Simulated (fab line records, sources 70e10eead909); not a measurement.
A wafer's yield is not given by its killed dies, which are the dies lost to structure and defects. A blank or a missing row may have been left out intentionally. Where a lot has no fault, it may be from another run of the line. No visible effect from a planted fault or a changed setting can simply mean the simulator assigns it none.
Chamber matching :: flow nand-harc :: NHARC_A_STAIRCASE_DEP_151 on pecvd-04 has 3 sister chambers
The step deposits SiO2, target thk 7200 nm. 6 wafers are shown with their chamber, then 10 later ones without.

== WAFERS, EACH WITH ITS CHAMBER ==
wafer: L082.1
chamber: 1
heater-power-w (W): 614

wafer: L088.6
chamber: 0
heater-power-w (W): 546

wafer: L090.1
chamber: 0
heater-power-w (W): 652

wafer: L090.5
chamber: 2
heater-power-w (W): 604

wafer: L091.2
chamber: 2
heater-power-w (W): 685

wafer: L091.4
chamber: 1
heater-power-w (W): 483

== WAFERS WITH NO CHAMBER GIVEN ==
wafer: L091.5
heater-power-w (W): 622

wafer: L093.1
heater-power-w (W): 715

wafer: L093.2
heater-power-w (W): 560

wafer: L093.4
heater-power-w (W): 620

wafer: L095.1
heater-power-w (W): 785

wafer: L095.3
heater-power-w (W): 680

wafer: L095.4
heater-power-w (W): 489

wafer: L097.1
heater-power-w (W): 724

wafer: L097.3
heater-power-w (W): 546

wafer: L097.4
heater-power-w (W): 567

== WHICH CHAMBER EACH WENT THROUGH ==
wafer: L091.5
from the rows above: can't be placed: 2 or 0 or 1
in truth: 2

wafer: L093.1
from the rows above: can't be placed: 2 or 0 or 1
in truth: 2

wafer: L093.2
from the rows above: can't be placed: 1 or 0 or 2
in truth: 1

wafer: L093.4
from the rows above: can't be placed: 0 or 2 or 1
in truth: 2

wafer: L095.1
from the rows above: can't be placed: 2 or 0 or 1
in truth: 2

wafer: L095.3
from the rows above: can't be placed: 2 or 0 or 1
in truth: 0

wafer: L095.4
from the rows above: can't be placed: 1 or 0 or 2
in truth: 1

wafer: L097.1
from the rows above: can't be placed: 2 or 0 or 1
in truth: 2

wafer: L097.3
from the rows above: can't be placed: 1 or 0 or 2
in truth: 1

wafer: L097.4
from the rows above: can't be placed: 1 or 0 or 2
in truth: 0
Placed correctly: 0 of 10. Unplaceable from these rows: 10, with the true chamber sitting among the candidates in 10. Placed wrongly: 0.
How it was worked out, from the rows above alone: a wafer's distance from a chamber is the root of the sum, over the readings, of the square of ((its reading less the chamber's mean) divided by the reading's scatter). The wafer belongs to the nearest chamber; if the next one is less than 2 further off, it can't be placed. For every chamber, the mean is computed from those of its wafers that are shown. How the scatter is found: for the shown wafers, subtract from each reading the mean of its chamber, square and add these, divide the total by (wafers less chambers), then take the root.
